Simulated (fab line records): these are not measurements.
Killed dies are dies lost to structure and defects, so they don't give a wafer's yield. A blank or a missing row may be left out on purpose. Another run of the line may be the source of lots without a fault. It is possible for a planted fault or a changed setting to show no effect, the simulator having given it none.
fab line records	flow n5-finfet	part 1 of 2: steps 1 to 9 of 10
record lots=6	wafers=18	last-day=17
route steps=1938 shown BEOL_M4@1111 BEOL_M8@1368 BEOL_M15@1830 PASSIVATION@1936
lots that met no fault: taken from a fault-free run of the same line
start-h: start of the lot's first displayed wafer, in hours after the record's first day	wait-h: hours since the lot's step before	" same as the row above	L1.1+2: a row that stands for several wafers	- no value, or no start was given	* or withheld: withheld	< > ~ a bound
route shown NAME@n: a module of which the file shows steps, and the number in the route of the first	usual: mean and standard deviation over wafers with no fault	same: alike in all rows	chamber/n: place in a boat	sites: each site's reading	_std_site: the standard deviation of these	_edge_site: mean of outer sites minus mean of inner sites	radius-mm: how far each site lies from the wafer's centre	mask NAME#n: copy n	behind: the tool/chamber that last shaped the wafer	hold: cause of the lot's hold/its duration in hours/its outcome	device: the transistor (n, p or np) that didn't switch	end of line: the same wafers' tests at the end of the route	a step with no rows: only its recipe	killed: count of dies lost to structure and defects at first sort (not the wafer's yield)	map: shows each die of a wafer: x if killed, . if not, _ if none is there
set.NAME: the setting that was run; set.NAME@STEP: the one run at that earlier step	model.NAME: the simulator's own value behind a step, which no gauge read
the route's steps for a sample of lots (tables are steps, rows are wafers)
services: a tool's chamber out of use, with start hour (start-h, from the record's first day; less than 0 if before it), hours out, and reason
## steps
# step N5_BEOL_M4_RC_MEAS_101
# usual DIBL_N=35.9/1.6	DIBL_P=35.6/2.1	IOFF_N=0.149/0.029	IOFF_P=0.20/0.033	ION_N=671/11	ION_P=460/7.3	SS_N=71.4/0.62	SS_P=73.2/0.65	VT_N=251/3.1	VT_P=-251/3.4
lot.wafer	tool	chamber	start-h	wait-h	DIBL_N[mV/V]	DIBL_P[mV/V]	IOFF_N[nA/um]	IOFF_P[nA/um]	ION_N[uA/um]	ION_P[uA/um]	SS_N[mV/dec]	SS_P[mV/dec]	VT_N[mV]	VT_P[mV]
L994.3	prober-01	0	180.00	0.3	34.8	36.8	0.153	0.19	687	462	71.7	73.5	252	-255
L994.4	"	0	"	"	35.9	38.6	0.169	0.20	676	455	72.1	73.4	252	-253
L994.6	"	0	"	"	33.8	35.6	0.124	0.17	654	454	71.4	72.9	260	-256
L999.2	prober-02	0	205.42	0.2	38.3	37.6	0.182	0.26	680	468	72.3	73.0	247	-248
L999.5	"	0	"	"	35.9	34.8	0.149	0.22	675	471	71.2	72.7	250	-245
L999.6	"	0	"	"	35.0	33.7	0.126	0.19	663	461	70.9	72.9	252	-251
L105.3	prober-01	0	246.91	0.3	35.2	33.9	0.130	0.20	670	465	70.6	72.9	249	-249
L105.4	"	0	"	"	35.1	33.3	0.135	0.19	662	461	71.3	73.0	253	-251
L105.5	"	0	"	"	34.1	32.3	0.118	0.18	664	455	70.7	72.6	254	-251
L108.2	prober-02	0	257.76	0.2	36.0	33.6	0.126	0.16	662	457	71.7	72.8	252	-255
L108.5	"	0	"	"	37.8	36.3	0.148	0.20	673	454	71.1	73.7	251	-251
L108.6	"	0	"	"	35.8	34.2	0.125	0.17	663	459	71.1	73.1	254	-252
L114.2	prober-02	0	300.61	0.2	36.8	35.2	0.157	0.21	681	468	70.7	73.0	253	-250
L114.4	"	0	"	"	38.7	38.1	0.199	0.26	683	467	71.9	73.8	245	-244
L114.5	"	0	"	"	39.1	38.4	0.213	0.27	697	475	72.5	74.2	244	-248
L115.1	prober-02	0	303.75	0.0	34.6	34.7	0.133	0.19	665	458	71.8	72.8	251	-251
L115.3	"	0	"	"	34.9	33.6	0.135	0.16	679	461	71.3	72.4	252	-253
L115.5	"	0	"	"	35.7	34.8	0.154	0.19	681	459	71.5	73.6	250	-249
# step N5_BEOL_M8_DESCUM_33
# recipe chemistry=O2	time-s=7	source-power-w=50	bias-power-w=20	pressure-mtorr=20	rf-frequency-hz=2.712e+07	temp-c=40	resist=CAR-EUV	o2-flow-sccm=225
# usual drypump-motor-current-A=5.8/0.48	oes-product-au=0.77/0.073	rf-vpp-V=243.5/1.1	showerhead-plenum-p-Torr=2.12/0.05	throttle-valve-pct=20.5/0.31
lot.wafer	tool	chamber	start-h	wait-h	drypump-motor-current-A	oes-product-au	rf-hours-counter-h	rf-vpp-V	showerhead-plenum-p-Torr	throttle-valve-pct
L994.3	rie-diel-02	3	211.04	0.3	5.9	0.75	130	243.4	2.10	20.8
L994.4	"	1	"	"	6.3	0.69	234	242.4	2.05	20.2
L994.6	"	0	"	"	6.5	0.84	-	246.1	2.20	20.3
L999.2	rie-diel-02	3	239.53	0.2	5.9	0.74	142	243.8	2.10	20.8
L999.5	"	0	"	"	6.5	0.83	-	245.7	2.19	20.4
L999.6	"	1	"	"	6.3	0.68	-	242.8	2.05	20.2
L105.3	rie-diel-02	0	277.75	0.0	6.5	0.81	93	244.7	2.19	20.4
L105.4	"	2	"	"	5.1	0.70	219	242.6	2.09	21.0
L105.5	"	0	"	"	6.6	0.82	-	243.5	2.19	20.4
L108.2	rie-diel-02	0	291.25	0.0	6.5	0.81	98	245.6	2.18	20.4
L108.5	"	2	"	"	5.1	0.69	-	243.6	2.08	21.0
L108.6	"	1	"	"	6.3	0.95	-	242.2	2.04	19.8
L114.2	rie-diel-06	1	332.83	0.2	5.7	0.98	3	243.4	2.15	20.3
L114.4	"	1	"	"	5.7	0.97	-	242.5	2.15	20.3
L114.5	"	3	"	"	5.7	0.76	-	243.7	2.10	20.7
L115.1	rie-diel-06	2	334.87	0.0	5.5	0.72	179	244.0	2.07	20.3
L115.3	"	3	"	"	5.7	0.77	146	243.7	2.10	20.7
L115.5	"	2	"	"	5.5	0.72	-	243.0	2.07	20.4
# step N5_BEOL_M8_ETCH_65
# recipe chemistry=CF4	target=SiARC	target-depth-a=156	mask-material=CAR-EUV	time-s=26	ion-energy-ev=80	pressure-mtorr=40	source-w=545	bias-w=36	Ar_flow_sccm=100	cf4-flow-sccm=100	ends=cleared
# usual drypump-motor-current-A=5.8/0.48	etch-rf-on-time-s=25.9/0.5	mfc-ar-sccm=100.0/0.3	oes-product-au=0.66/0.063	rf-vpp-V=184.4/0.9	showerhead-plenum-p-Torr=2.16/0.042	throttle-valve-pct=15.70/0.27
lot.wafer	tool	chamber	start-h	wait-h	drypump-motor-current-A	etch-rf-on-time-s	mfc-ar-sccm	oes-product-au	rf-hours-counter-h	rf-vpp-V	showerhead-plenum-p-Torr	throttle-valve-pct
L994.3	rie-diel-02	3	211.09	0.0	5.9	25.8	99.8	0.64	130	184.1	2.15	15.93
L994.4	"	1	"	"	6.3	26.2	100.2	0.60	234	183.9	2.11	15.50
L994.6	"	0	"	"	6.5	25.5	99.6	0.73	-	185.3	2.24	15.57
L999.2	rie-diel-02	3	239.58	0.0	5.9	25.8	100.2	0.64	142	184.2	2.14	15.93
L999.5	"	0	"	"	6.5	25.7	100.2	0.72	-	184.3	2.24	15.58
L999.6	"	1	"	"	6.3	26.2	100.1	0.59	-	183.7	2.11	15.54
L105.3	rie-diel-02	0	277.80	0.0	6.5	25.9	100.0	0.69	93	184.5	2.23	15.61
L105.4	"	2	"	"	5.1	26.4	100.1	0.59	219	184.1	2.13	16.13
L105.5	"	0	"	"	6.5	25.5	100.2	0.70	-	185.5	2.23	15.61
L108.2	rie-diel-02	0	291.30	0.0	6.5	26.3	100.5	0.68	98	186.0	2.23	15.64
L108.5	"	2	"	"	5.1	27.0	99.8	0.58	-	183.7	2.13	16.13
L108.6	"	1	"	"	6.3	25.7	99.5	0.81	-	184.2	2.10	15.04
L114.2	rie-diel-06	1	332.89	0.0	5.7	25.2	100.4	0.85	3	185.1	2.19	15.37
L114.4	"	1	"	"	5.7	25.1	100.0	0.85	-	184.8	2.19	15.38
L114.5	"	3	"	"	5.7	26.2	100.1	0.66	-	183.7	2.15	15.82
L115.1	rie-diel-06	2	334.93	0.0	5.5	26.8	99.8	0.61	179	184.0	2.13	15.64
L115.3	"	3	"	"	5.7	26.5	100.2	0.65	146	183.8	2.15	15.80
L115.5	"	2	"	"	5.5	26.6	100.0	0.62	-	185.2	2.13	15.67
# step N5_BEOL_M8_ETCH_66
# recipe chemistry=N2/H2	target=SOC	target-depth-a=800	overetch-a=160	mask-material=SiARC	temp-c=40	time-s=120	ion-energy-ev=200	pressure-mtorr=30	source-w=840	bias-w=150	n2-flow-sccm=200	h2-flow-sccm=200
# usual drypump-motor-current-A=5.8/0.48	oes-product-au=0.59/0.053	rf-vpp-V=524.6/1.8	run-length-s=143.3/0.5	showerhead-plenum-p-Torr=2.57/0.061	throttle-valve-pct=17.91/0.26
lot.wafer	tool	chamber	start-h	wait-h	drypump-motor-current-A	oes-product-au	rf-hours-counter-h	rf-vpp-V	run-length-s	showerhead-plenum-p-Torr	throttle-valve-pct
L994.3	rie-diel-02	3	211.12	0.0	5.9	0.58	130	525.6	143.5	2.55	18.20
L994.4	"	1	"	"	6.3	0.54	234	522.1	142.4	2.52	17.76
L994.6	"	0	"	"	6.5	0.65	-	527.4	143.2	2.71	17.97
L999.2	rie-diel-02	3	239.61	0.0	5.9	0.57	142	523.2	143.6	2.55	18.20
L999.5	"	0	"	"	6.5	0.63	-	527.1	142.8	2.70	18.00
L999.6	"	1	"	"	6.3	0.52	-	522.3	142.5	2.51	17.77
L105.3	rie-diel-02	0	277.83	0.0	6.5	0.62	93	529.5	143.4	2.69	18.03
L105.4	"	2	"	"	5.1	0.54	219	524.2	144.2	2.51	18.19
L105.5	"	0	"	"	6.5	0.62	-	527.6	142.9	2.69	18.02
L108.2	rie-diel-02	0	291.32	0.0	6.5	0.62	98	527.8	143.1	2.69	18.03
L108.5	"	2	"	"	5.1	0.53	-	522.2	143.6	2.50	18.20
L108.6	"	1	"	"	6.3	0.73	-	522.7	142.4	2.51	17.28
L114.2	rie-diel-06	1	332.91	0.0	5.7	0.75	3	525.8	144.1	2.60	17.46
L114.4	"	1	"	"	5.7	0.74	-	527.0	143.8	2.60	17.46
L114.5	"	3	"	"	5.7	0.59	-	524.6	143.0	2.54	18.01
L115.1	rie-diel-06	2	334.95	0.0	5.5	0.56	179	524.0	143.1	2.54	17.86
L115.3	"	3	"	"	5.7	0.59	146	523.7	143.0	2.54	18.02
L115.5	"	2	"	"	5.5	0.56	-	523.3	142.9	2.54	17.87
# step N5_BEOL_M8_TRENCH_ETCH_37
# recipe chemistry=C4F6/O2	target-depth-a=934.78	target=SiCOH_lowk	time-s=31.2	ion-energy-ev=250	pressure-mtorr=30	source-w=345	bias-w=185	Ar_flow_sccm=300	C4F6_flow_sccm=10	O2_flow_sccm=10
# usual C4F6_flow_sccm=10.00/0.03	drypump-motor-current-A=5.8/0.49	mfc-ar-sccm=300.0/0.9	oes-product-au=0.76/0.074	rf-vpp-V=659/15	run-length-s=54.6/0.47	showerhead-plenum-p-Torr=2.88/0.052	throttle-valve-pct=21.0/0.31
lot.wafer	tool	chamber	start-h	wait-h	C4F6_flow_sccm	drypump-motor-current-A	mfc-ar-sccm	oes-product-au	rf-hours-counter-h	rf-vpp-V	run-length-s	showerhead-plenum-p-Torr	throttle-valve-pct
L994.3	rie-diel-02	3	211.31	-	10.01	5.9	298.6	0.75	131	633	54.3	2.85	21.2
L994.4	"	1	"	"	10.07	6.3	298.4	0.69	234	658	53.8	2.81	20.8
L994.6	"	0	"	"	10.01	6.5	299.1	0.84	-	658	54.9	2.98	20.9
L999.2	rie-diel-02	3	239.80	-	10.02	5.9	299.9	0.74	142	632	54.2	2.85	21.3
L999.5	"	0	"	"	10.01	6.5	300.5	0.83	-	658	54.5	2.97	20.9
L999.6	"	1	"	"	9.99	6.3	300.3	0.69	-	656	53.5	2.81	20.8
L105.3	rie-diel-02	0	278.02	-	10.01	6.5	300.6	0.81	93	658	47.2	2.97	20.9
L105.4	"	2	"	"	9.94	5.1	299.8	0.69	219	651	48.1	2.84	21.5
L105.5	"	0	"	"	9.96	6.6	300.9	0.82	-	659	47.4	2.97	20.9
L108.2	rie-diel-02	0	291.52	-	10.01	6.6	299.0	0.81	98	658	47.1	2.96	20.9
L108.5	"	2	"	"	10.05	5.1	298.6	0.68	-	649	47.9	2.84	21.5
L108.6	"	1	"	"	10.02	6.2	299.1	0.96	-	657	46.8	2.80	20.4
L114.2	rie-diel-06	1	333.11	-	10.03	5.7	299.6	0.99	3	658	55.3	2.90	20.6
L114.4	"	1	"	"	9.99	5.7	298.7	0.98	-	657	54.9	2.90	20.6
L114.5	"	3	"	"	9.97	5.7	299.9	0.77	-	673	54.3	2.87	21.3
L115.1	rie-diel-06	2	335.15	-	10.02	5.5	301.6	0.71	179	645	54.2	2.84	20.9
L115.3	"	3	"	"	10.00	5.7	300.1	0.76	146	673	54.4	2.87	21.3
L115.5	"	2	"	"	10.01	5.5	300.9	0.71	-	646	54.3	2.84	20.9
# step N5_BEOL_M8_OCD_MEAS_38
# usual trench-depth-nm=92.9/1.6
lot.wafer	tool	chamber	start-h	wait-h	trench-depth-nm
L994.3	ocd-01	-	211.47	-	92.7
L994.4	"	-	"	"	91.8
L994.6	"	-	"	"	93.6
L999.2	ocd-01	-	239.96	-	93.0
L999.5	"	-	"	"	92.6
L999.6	"	-	"	"	92.3
L105.3	ocd-01	-	278.18	-	72.6
L105.4	"	-	"	"	70.3
L105.5	"	-	"	"	72.7
L108.2	ocd-02	-	291.68	-	72.0
L108.5	"	-	"	"	69.8
L108.6	"	-	"	"	74.1
L114.2	ocd-01	-	333.27	-	95.8
L114.4	"	-	"	"	95.9
L114.5	"	-	"	"	93.3
L115.1	ocd-02	-	335.31	-	90.8
L115.3	"	-	"	"	92.1
L115.5	"	-	"	"	89.8
# step N5_BEOL_M8_THK_MEAS_53
# recipe thk-meas-gauge=xrf	reads=Cu_of_BEOL_M8_ECD_50
# usual M8_THK=76.4/2.1
lot.wafer	tool	chamber	start-h	wait-h	M8_THK[nm]
L994.3	film-metro-02	-	214.62	-	75.3
L994.4	"	-	"	"	73.6
L994.6	"	-	"	"	76.6
L999.2	film-metro-02	-	242.81	-	74.3
L999.5	"	-	"	"	75.3
L999.6	"	-	"	"	74.2
L105.3	film-metro-02	-	280.56	-	55.3
L105.4	"	-	"	"	54.2
L105.5	"	-	"	"	56.6
L108.2	film-metro-01	-	293.81	-	55.8
L108.5	"	-	"	"	51.9
L108.6	"	-	"	"	58.3
L114.2	film-metro-02	-	336.01	-	79.9
L114.4	"	-	"	"	79.5
L114.5	"	-	"	"	76.6
L115.1	film-metro-01	-	338.84	-	73.4
L115.3	"	-	"	"	76.6
L115.5	"	-	"	"	72.3
# step N5_BEOL_M8_RS_MEAS_57
# recipe thk-meas-gauge=four-point-probe	reads=Cu_of_BEOL_M8_ECD_50+Co_of_BEOL_M8_CVD_78+TaN_of_BEOL_M8_ALD_77
# usual M8_RS=0.290/0.0089
lot.wafer	tool	chamber	start-h	wait-h	M8_RS[ohm/sq]
L994.3	film-metro-02	-	214.78	0.1	0.292
L994.4	"	-	"	"	0.299
L994.6	"	-	"	"	0.285
L999.2	film-metro-02	-	242.94	0.1	0.295
L999.5	"	-	"	"	0.291
L999.6	"	-	"	"	0.296
L105.3	film-metro-02	-	280.72	0.1	0.428
L105.4	"	-	"	"	0.438
L105.5	"	-	"	"	0.416
L108.2	film-metro-01	-	293.97	0.1	0.426
L108.5	"	-	"	"	0.465
L108.6	"	-	"	"	0.401
L114.2	film-metro-02	-	336.14	0.1	0.274
L114.4	"	-	"	"	0.276
L114.5	"	-	"	"	0.290
L115.1	film-metro-02	-	338.97	0.1	0.307
L115.3	"	-	"	"	0.290
L115.5	"	-	"	"	0.310
# step N5_BEOL_M15_RC_MEAS_101
# usual COMB_M10=1.41e-11/2.6e-12	COMB_M11=1.4e-11/3.1e-12	COMB_M12=5.7e-12/1.2e-12	COMB_M13=4.6e-12/1.2e-12	COMB_M14=3.2e-12/8.4e-13	COMB_M15=2.2e-12/6.9e-13	COMB_M5=3.5e-11/6.2e-12	COMB_M6=2.6e-11/5.6e-12	COMB_M7=2.5e-11/5.2e-12	COMB_M9=1.4e-11/3.4e-12	SERP_M10=3.08/0.081	SERP_M11=3.14/0.11	SERP_M12=0.639/0.016	SERP_M13=0.312/0.008	SERP_M14=0.160/0.0037	SERP_M5=39.9/1.9	SERP_M5_max_site=41.4/2.1	SERP_M6=14.1/0.49	SERP_M7=14.2/0.62	SERP_M8=14.0/0.58	SERP_M8_max_site=14.5/0.62	SERP_M9=3.11/0.091
lot.wafer	tool	chamber	start-h	wait-h	COMB_M10[S/m]	COMB_M11[S/m]	COMB_M12[S/m]	COMB_M13[S/m]	COMB_M14[S/m]	COMB_M15[S/m]	COMB_M5[S/m]	COMB_M6[S/m]	COMB_M7[S/m]	COMB_M9[S/m]	SERP_M10[ohm/um]	SERP_M11[ohm/um]	SERP_M12[ohm/um]	SERP_M13[ohm/um]	SERP_M14[ohm/um]	SERP_M5[ohm/um]	SERP_M5_max_site[ohm/um]	SERP_M6[ohm/um]	SERP_M7[ohm/um]	SERP_M8[ohm/um]	SERP_M8_max_site[ohm/um]	SERP_M9[ohm/um]
L994.3	prober-02	0	261.22	0.3	1.98e-11	1.1e-11	6.8e-12	5.2e-12	3.1e-12	2.3e-12	3.3e-11	1.9e-11	2.5e-11	1.4e-11	3.10	3.16	0.625	0.318	0.164	37.2	39.3	14.0	15.7	13.5	13.7	3.14
L994.4	"	0	"	"	1.57e-11	1.4e-11	5.7e-12	5.2e-12	3.8e-12	1.8e-12	4.2e-11	2.5e-11	3.7e-11	1.1e-11	3.03	3.11	0.628	0.314	0.158	37.2	38.5	14.0	15.0	13.6	14.0	3.09
L994.6	"	0	"	"	1.72e-11	1e-11	7.5e-12	5.6e-12	3.9e-12	2e-12	2.9e-11	4e-11	1.8e-11	1.4e-11	3.10	3.17	0.627	0.312	0.159	37.2	38.0	14.5	14.7	13.0	13.6	3.04
L999.2	prober-01	0	293.17	0.2	1.09e-11	1.4e-11	5e-12	2.2e-12	2.3e-12	1.8e-12	4.3e-11	2.3e-11	2.8e-11	1e-11	3.27	3.23	0.638	0.304	0.160	40.9	42.8	13.8	14.3	14.3	15.1	2.89
L999.5	"	0	"	"	1.37e-11	1.2e-11	7.3e-12	3.1e-12	1.7e-12	2.5e-12	2.4e-11	2.8e-11	2.9e-11	1.1e-11	3.10	3.13	0.642	0.320	0.160	39.3	41.7	13.8	14.1	14.2	15.0	3.11
L999.6	"	0	"	"	1.43e-11	1e-11	5.9e-12	4.1e-12	3.2e-12	1.2e-12	4.1e-11	3.2e-11	3.4e-11	9e-12	3.23	2.92	0.629	0.322	0.155	40.0	40.7	13.5	15.4	14.4	15.0	2.87
L105.3	prober-01	0	329.09	0.3	1.53e-11	1.9e-11	3.8e-12	5.2e-12	3.6e-12	1.3e-12	3.3e-11	3.5e-11	2.1e-11	1.1e-11	3.10	3.15	0.659	0.326	0.161	36.7	37.8	15.0	13.8	20.5	21.2	3.15
L105.4	"	0	"	"	1.81e-11	1.4e-11	3.4e-12	5.1e-12	2.7e-12	1.5e-12	1.9e-11	2.7e-11	2.2e-11	1.2e-11	2.91	3.16	0.641	0.313	0.155	38.9	40.9	13.9	13.1	21.2	21.7	3.13
L105.5	"	0	"	"	1.51e-11	1.5e-11	6.2e-12	4.7e-12	3.1e-12	1.1e-12	3.7e-11	2.5e-11	2.8e-11	1.4e-11	3.07	3.14	0.677	0.326	0.164	40.8	42.1	14.1	14.6	20.0	21.1	3.09
L108.2	prober-01	0	341.04	0.2	1.33e-11	1.2e-11	3.4e-12	5.1e-12	2.7e-12	1.7e-12	3.6e-11	3.1e-11	2.2e-11	1e-11	3.19	3.04	0.645	0.316	0.156	39.6	41.3	14.2	14.9	19.8	21.4	3.20
L108.5	"	0	"	"	1.72e-11	1.3e-11	4.9e-12	5.2e-12	2.5e-12	7e-13	2.7e-11	2.5e-11	1.5e-11	1.2e-11	3.18	3.02	0.649	0.305	0.158	39.5	40.3	14.6	14.7	21.9	22.8	3.11
L108.6	"	0	"	"	1.47e-11	1.1e-11	3.4e-12	4e-12	4e-12	1e-12	3.3e-11	3.4e-11	2e-11	1.3e-11	3.11	3.10	0.607	0.312	0.164	40.3	43.0	14.7	15.4	18.8	19.5	3.04
L114.2	prober-02	0	381.59	0.2	1.51e-11	1.5e-11	6.5e-12	5.1e-12	2.7e-12	2.2e-12	3.5e-11	2.1e-11	3.1e-11	1.4e-11	3.02	2.96	0.623	0.326	0.157	39.3	40.4	14.4	14.3	12.8	13.1	3.08
L114.4	"	0	"	"	1.59e-11	1.2e-11	5.9e-12	4.7e-12	2.5e-12	2.6e-12	3.8e-11	2.6e-11	2.2e-11	2.3e-11	3.26	3.12	0.651	0.317	0.159	41.0	42.2	15.2	14.3	12.7	13.4	3.23
L114.5	"	0	"	"	1.4e-11	1.3e-11	7.3e-12	6.6e-12	3.1e-12	2.3e-12	4.5e-11	1.8e-11	3e-11	1.8e-11	3.08	2.95	0.641	0.302	0.159	41.5	42.1	14.1	13.2	13.4	14.0	3.03
L115.1	prober-02	0	391.93	0.0	1.45e-11	1.5e-11	6.2e-12	4.9e-12	3.6e-12	1.9e-12	3.6e-11	2.7e-11	2.8e-11	1.6e-11	3.21	3.12	0.615	0.326	0.158	40.3	43.3	14.6	14.7	14.2	14.6	3.24
L115.3	"	0	"	"	1.2e-11	2.6e-11	6.3e-12	5.3e-12	4.8e-12	2e-12	4.5e-11	2.2e-11	2.9e-11	1.4e-11	2.97	3.18	0.616	0.316	0.160	36.4	38.7	14.3	15.1	14.0	14.3	3.35
L115.5	"	0	"	"	1.48e-11	1.7e-11	5.8e-12	6.5e-12	2.4e-12	2.6e-12	3.6e-11	2.7e-11	1.8e-11	1.4e-11	3.09	3.17	0.642	0.319	0.156	37.4	38.2	13.9	14.1	14.3	15.0	3.17
# sites SERP_M8 radius-mm=0,75,75,75,75,140,140,140,140
L994.3 13.6 13.3 13.5 13.7 13.6 12.9 13.6 12.9 13.4
L999.2 13.8 14.4 14.5 13.9 14.2 15.1 14.3 14.2 14.9
L105.3 19.7 20.5 20.4 20.3 20.6 21.2 20.6 21.2 20.2
L108.2 19.0 20.2 19.1 19.6 19.4 20.8 20.7 19.8 21.4
L114.2 12.3 12.7 12.8 12.8 12.8 12.5 12.8 12.9 13.1
L115.1 14.5 14.5 14.6 14.2 14.2 13.8 14.1 13.7 13.9
## key
first-sign step=N5_BEOL_M8_TRENCH_ETCH_37	reading=run-length-s	direction=down	sigmas=15	usual=*	struck=*
effect step=N5_BEOL_M8_OCD_MEAS_38	reading=trench-depth-nm	direction=down	sigmas=13	usual=92.9	struck=71.9
effect step=N5_BEOL_M8_THK_MEAS_53	reading=M8_THK	direction=down	sigmas=9.9	usual=76.4	struck=55.3
effect step=N5_BEOL_M8_RS_MEAS_57	reading=M8_RS	direction=up	sigmas=16	usual=0.290	struck=0.429
effect step=N5_BEOL_M15_RC_MEAS_101	reading=SERP_M8	direction=up	sigmas=11	usual=14.0	struck=20.4
effect step=N5_PASSIVATION_PROBE_49	reading=sort_bin_8_speed	direction=up	sigmas=3	usual=0.00	struck=0.25	wafers-moved=4
met-at N5_BEOL_M8_TRENCH_ETCH_37
struck-lots L105,L108
not-acting-at N5_BEOL_M8_DESCUM_33,N5_BEOL_M8_ETCH_65,N5_BEOL_M8_ETCH_66
onset-between 239.80 278.02
fault kind=process-parameter-drift	tool=rie-diel-02	chamber=-	onset-h=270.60	steps=N5_BEOL_M8_TRENCH_ETCH_37	channel=time-s	offset=*	shape=step	end-h=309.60	acts-in=*	stated=*
